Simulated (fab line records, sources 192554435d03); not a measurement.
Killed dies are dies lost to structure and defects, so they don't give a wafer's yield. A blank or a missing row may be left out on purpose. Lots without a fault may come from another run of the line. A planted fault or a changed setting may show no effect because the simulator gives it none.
Chamber matching | flow n5_finfet | N5_BEOL_M11_ETCH_66 on rie_diel-06: 4 sister chambers
The step etches SOC in N2/H2, target depth 120 nm, overetch 24 nm, time 180 s. 8 wafers are shown with their chamber, then 10 later ones without.

WAFERS WITH THEIR CHAMBER
wafer  | chamber | drypump_motor_current_A (A) | showerhead_plenum_p_Torr (Torr)
L076.4 | 1       | 5.5                         | 2.59
L081.2 | 3       | 5.4                         | 2.45
L082.6 | 3       | 5.4                         | 2.45
L084.2 | 2       | 5.2                         | 2.58
L084.4 | 0       | 6.2                         | 2.51
L084.5 | 2       | 5.2                         | 2.58
L089.2 | 1       | 5.5                         | 2.58
L089.4 | 0       | 6.3                         | 2.51

WAFERS WITHOUT THEIR CHAMBER
wafer  | drypump_motor_current_A (A) | showerhead_plenum_p_Torr (Torr)
L089.6 | 6.2                         | 2.51
L088.3 | 5.2                         | 2.58
L088.5 | 5.4                         | 2.44
L088.6 | 6.2                         | 2.51
L087.2 | 6.3                         | 2.51
L087.3 | 5.2                         | 2.58
L087.5 | 5.2                         | 2.58
L096.2 | 5.4                         | 2.44
L096.3 | 5.5                         | 2.58
L096.4 | 6.2                         | 2.51

WHICH CHAMBER EACH WENT THROUGH
wafer  | from the rows above | in truth
L089.6 | 0                   | 0
L088.3 | 2                   | 2
L088.5 | 3                   | 3
L088.6 | 0                   | 0
L087.2 | 0                   | 0
L087.3 | 2                   | 2
L087.5 | 2                   | 2
L096.2 | 3                   | 3
L096.3 | 1                   | 1
L096.4 | 0                   | 0
Placed correctly: 10 of 10. Can't be placed from these rows: 0. Placed wrongly: 0.
How it was worked out, from the rows above alone: a wafer's distance from a chamber is the root of the sum, over the readings, of the square of ((its reading less the chamber's mean) divided by the reading's scatter). The wafer belongs to the nearest chamber; if the next one is less than 2 further off, it can't be placed. A chamber's mean is the mean of its shown wafers. The scatter: the root of (the sum of the squares of (reading less its chamber's mean) over the shown wafers, divided by (wafers less chambers)).
